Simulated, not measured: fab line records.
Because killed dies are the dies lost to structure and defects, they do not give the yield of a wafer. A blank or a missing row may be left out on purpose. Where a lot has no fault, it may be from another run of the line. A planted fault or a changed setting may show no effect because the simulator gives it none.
Lot-split experiment / flow n5 finfet / 21 wafers read across 7 lots, on a route 1938 steps long

ABOUT THE SPLIT
At N5_SDB_HM_DEP_00 (deposits SiNx from SiH4/NH3/N2, target thk 40 nm, time 35.3 s), the setting time s was moved away from the recipe's 35.3 s on 4 of the 21 wafers read, by -14.2% to +8.3%. For the rest of the wafers, this setting stayed at what the recipe calls for.

FROM THE SPLIT TO THE READING: what the file shows between them, 14 steps
- N5_SDB_COAT_03: time 60 s, resist thk 100 nm (also split here: spin rpm)
- N5_SDB_COAT_04: time 60 s, resist thk 18 nm
- N5_SDB_COAT_05: resist thk 90 nm
- N5_SDB_DESCUM_16: chemistry O2, time 7.9 s
- N5_SDB_ETCH_17: etches SiARC in CF4, target depth 23.4 nm, time 39 s
- N5_SDB_ETCH_18: etches SOC in N2/H2, target depth 100 nm, overetch 20 nm, time 150 s
- N5_SDB_STRIP_19: strips in N2/H2
- N5_SDB_STRIP_21: strips in CF4
- N5_SDB_HM_OPEN_20: chemistry CH3F/O2, target SiNx, stops on poly-Si, target depth 24 nm
- N5_SDB_STRIP_22: strips in N2/H2
- N5_SDB_PRECLEAN_23: cleans in dHF, time 30 s
- N5_SDB_DUMMY_REMOVE_24: chemistry TMAH, target poly-Si, stops on SiO2, target depth 142 nm, time 57 s, rinse time 30 s
- N5_SDB_ETCH_25: etches SiO2 in C4F6/O2, target depth 10 nm, time 3.3 s
- N5_SDB_CUT_ETCH_26: etches Si in HBr/Cl2/O2, target depth 129.6 nm, bt time 20 s, time 51.8 s

THE READING
SiNx_of_SDB_HM_DEP_00.thk nm (the simulator's own value, which no gauge read), in nm, at N5_SDB_PRECLEAN_38 (cleans in dHF, time 10 s). The file gives no usual value for it. Here, 17 wafers ran the recipe; their average is 22.3 nm with a standard deviation of 0.5 nm.

wafer=L077.1; tool, chamber at the split=pecvd-03, 1; time s as run, s=35.3; against the recipe=recipe; SiNx_of_SDB_HM_DEP_00.thk nm, nm=21.8; against lot-mates on the recipe=-
wafer=L077.4; tool, chamber at the split=pecvd-03, 1; time s as run, s=35.3; against the recipe=recipe; SiNx_of_SDB_HM_DEP_00.thk nm, nm=22; against lot-mates on the recipe=-
wafer=L077.6; tool, chamber at the split=pecvd-03, 0; time s as run, s=35.3; against the recipe=recipe; SiNx_of_SDB_HM_DEP_00.thk nm, nm=22; against lot-mates on the recipe=-
wafer=L080.2; tool, chamber at the split=pecvd-04, 2; time s as run, s=30.27; against the recipe=-14.2%; SiNx_of_SDB_HM_DEP_00.thk nm, nm=16; against lot-mates on the recipe=-6.8
wafer=L080.5; tool, chamber at the split=pecvd-04, 2; time s as run, s=35.3; against the recipe=recipe; SiNx_of_SDB_HM_DEP_00.thk nm, nm=23.4; against lot-mates on the recipe=-
wafer=L080.6; tool, chamber at the split=pecvd-04, 0; time s as run, s=35.3; against the recipe=recipe; SiNx_of_SDB_HM_DEP_00.thk nm, nm=22.2; against lot-mates on the recipe=-
wafer=L082.4; tool, chamber at the split=pecvd-01, 0; time s as run, s=35.3; against the recipe=recipe; SiNx_of_SDB_HM_DEP_00.thk nm, nm=22.4; against lot-mates on the recipe=-
wafer=L082.5; tool, chamber at the split=pecvd-01, 2; time s as run, s=35.3; against the recipe=recipe; SiNx_of_SDB_HM_DEP_00.thk nm, nm=22.4; against lot-mates on the recipe=-
wafer=L082.6; tool, chamber at the split=pecvd-01, 1; time s as run, s=35.3; against the recipe=recipe; SiNx_of_SDB_HM_DEP_00.thk nm, nm=22; against lot-mates on the recipe=-
wafer=L089.2; tool, chamber at the split=pecvd-04, 2; time s as run, s=35.3; against the recipe=recipe; SiNx_of_SDB_HM_DEP_00.thk nm, nm=22; against lot-mates on the recipe=-
wafer=L089.3; tool, chamber at the split=pecvd-04, 1; time s as run, s=35.3; against the recipe=recipe; SiNx_of_SDB_HM_DEP_00.thk nm, nm=22; against lot-mates on the recipe=-
wafer=L089.5; tool, chamber at the split=pecvd-04, 1; time s as run, s=35.3; against the recipe=recipe; SiNx_of_SDB_HM_DEP_00.thk nm, nm=23.2; against lot-mates on the recipe=-
wafer=L090.3; tool, chamber at the split=pecvd-03, 2; time s as run, s=35.3; against the recipe=recipe; SiNx_of_SDB_HM_DEP_00.thk nm, nm=21.8; against lot-mates on the recipe=-
wafer=L090.5; tool, chamber at the split=pecvd-03, 2; time s as run, s=37.2; against the recipe=+5.4%; SiNx_of_SDB_HM_DEP_00.thk nm, nm=24.2; against lot-mates on the recipe=+2.4
wafer=L090.6; tool, chamber at the split=pecvd-03, 0; time s as run, s=37.2; against the recipe=+5.4%; SiNx_of_SDB_HM_DEP_00.thk nm, nm=24.4; against lot-mates on the recipe=+2.6
wafer=L092.1; tool, chamber at the split=pecvd-03, 2; time s as run, s=35.3; against the recipe=recipe; SiNx_of_SDB_HM_DEP_00.thk nm, nm=21.8; against lot-mates on the recipe=-
wafer=L092.4; tool, chamber at the split=pecvd-03, 2; time s as run, s=35.3; against the recipe=recipe; SiNx_of_SDB_HM_DEP_00.thk nm, nm=22; against lot-mates on the recipe=-
wafer=L092.5; tool, chamber at the split=pecvd-03, 1; time s as run, s=38.23; against the recipe=+8.3%; SiNx_of_SDB_HM_DEP_00.thk nm, nm=25.4; against lot-mates on the recipe=+3.5
wafer=L096.3; tool, chamber at the split=pecvd-04, 1; time s as run, s=35.3; against the recipe=recipe; SiNx_of_SDB_HM_DEP_00.thk nm, nm=22.2; against lot-mates on the recipe=-
wafer=L096.5; tool, chamber at the split=pecvd-04, 2; time s as run, s=35.3; against the recipe=recipe; SiNx_of_SDB_HM_DEP_00.thk nm, nm=22.6; against lot-mates on the recipe=-
wafer=L096.6; tool, chamber at the split=pecvd-04, 1; time s as run, s=35.3; against the recipe=recipe; SiNx_of_SDB_HM_DEP_00.thk nm, nm=23.2; against lot-mates on the recipe=-

FIT RESULTS
A straight line over all 21 wafers: SiNx_of_SDB_HM_DEP_00.thk nm changes by +0.416 nm for each +1% of time s; r = +0.96; the points scatter about the line by 0.49 nm.
The same after taking each lot's own level away (the mean of its wafers on the recipe; 21 wafers): +0.464 nm for each +1%; r = +0.98; scatter 0.36 nm.
According to that fit, moving time s by its largest amount changes the reading by 6.6 nm.
The lots' own levels span 21.80 to 22.80 nm, that is 2.0 times the standard deviation above.
Hence the slope depends on the lot-to-lot level, as the two fits are not the same.
Check: for one of the wafers moved furthest among these (-14.2%), held out of the fit, the line's prediction against its lot-mates is -6.27 nm. Against them it came out at -6.8 nm.

OTHER SPLITS APPLIED TO THESE WAFERS
Other splits were also applied to these wafers ahead of the reading. Each is held against what the fit with the lots' levels taken away leaves over:
other split on the same wafers=N5_FIN_SAQP_ETCH_52 source w; wafers away from the commonest value=7; r with SiNx_of_SDB_HM_DEP_00.thk nm (lot level and that fit taken away)=+0.07
other split on the same wafers=N5_FIN_CUT_COAT_02 spin rpm; wafers away from the commonest value=10; r with SiNx_of_SDB_HM_DEP_00.thk nm (lot level and that fit taken away)=-0.06
other split on the same wafers=N5_FIN_CUT_ETCH_21 time s; wafers away from the commonest value=8; r with SiNx_of_SDB_HM_DEP_00.thk nm (lot level and that fit taken away)=+0.19
other split on the same wafers=N5_DUMMY_GATE_EXPOSE_12 dose mj; wafers away from the commonest value=8; r with SiNx_of_SDB_HM_DEP_00.thk nm (lot level and that fit taken away)=+0.31
other split on the same wafers=N5_SPACER0_ALD_00 ald cycles; wafers away from the commonest value=6; r with SiNx_of_SDB_HM_DEP_00.thk nm (lot level and that fit taken away)=+0.15
other split on the same wafers=N5_SDB_COAT_03 spin rpm; wafers away from the commonest value=6; r with SiNx_of_SDB_HM_DEP_00.thk nm (lot level and that fit taken away)=+0.26

THE WHOLE CHAIN: every reading that the file lists as answering this split, in the file's order
step=N5_SDB_HM_DEP_00; what it does=deposits SiNx from SiH4/NH3/N2, target thk 40 nm, time 35.3 s; reading=SiNx_of_SDB_HM_DEP_00.thk nm (the simulator's own value, which no gauge read); change (the file's fit)=+0.452 nm for each +1% of the setting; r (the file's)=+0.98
step=N5_SDB_HM_OPEN_20; what it does=chemistry CH3F/O2, target SiNx, stops on poly-Si, target depth 24 nm; reading=etch.depth nm (the simulator's own value, which no gauge read); change (the file's fit)=+0.448 nm for each +1% of the setting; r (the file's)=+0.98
step=N5_SDB_PRECLEAN_38; what it does=cleans in dHF, time 10 s; reading=SiNx_of_SDB_HM_DEP_00.thk nm (the simulator's own value, which no gauge read); change (the file's fit)=+0.463 nm for each +1% of the setting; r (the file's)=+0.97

FILE'S OWN FIT
SiNx_of_SDB_HM_DEP_00.thk nm changes by +0.463 nm for each +1% of time s, r = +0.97.
